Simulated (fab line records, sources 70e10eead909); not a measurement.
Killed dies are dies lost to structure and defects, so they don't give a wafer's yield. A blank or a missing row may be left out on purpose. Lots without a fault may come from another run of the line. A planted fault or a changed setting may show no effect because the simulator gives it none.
Chamber matching | flow nand_harc | NHARC_A_BONDPAD_DESCUM_11 on rie_diel-06: 4 sister chambers
The step chemistry O2, time 3 s. 4 wafers are shown with their chamber, then 7 later ones without.

WAFERS WITH THEIR CHAMBER
wafer  | chamber | drypump_motor_current_A (A)
L641.3 | 0       | 5.6
L651.5 | 2       | 6.2
L656.1 | 3       | 6.4
L656.3 | 1       | 5.1

WAFERS WITHOUT THEIR CHAMBER
wafer  | drypump_motor_current_A (A)
L656.6 | 6.1
L660.1 | 5.6
L660.4 | 6.1
L660.5 | 6.1
L662.2 | 5.2
L662.4 | 6.4
L662.5 | 6.1

WHICH CHAMBER EACH WENT THROUGH
wafer  | from the rows above | in truth
L656.6 | 2                   | 2
L660.1 | 0                   | 0
L660.4 | 2                   | 2
L660.5 | 2                   | 2
L662.2 | 1                   | 1
L662.4 | 3                   | 3
L662.5 | 2                   | 2
Placed correctly: 7 of 7. Can't be placed from these rows: 0. Placed wrongly: 0.
How it was worked out, from the rows above alone: a wafer's distance from a chamber is the root of the sum, over the readings, of the square of ((its reading less the chamber's mean) divided by the reading's scatter). The wafer belongs to the nearest chamber; if the next one is less than 2 further off, it can't be placed. A chamber's mean is the mean of its shown wafers. The scatter: with one shown wafer a chamber, the root of the mean of the squares of how far each hidden wafer lies from its nearest shown one.
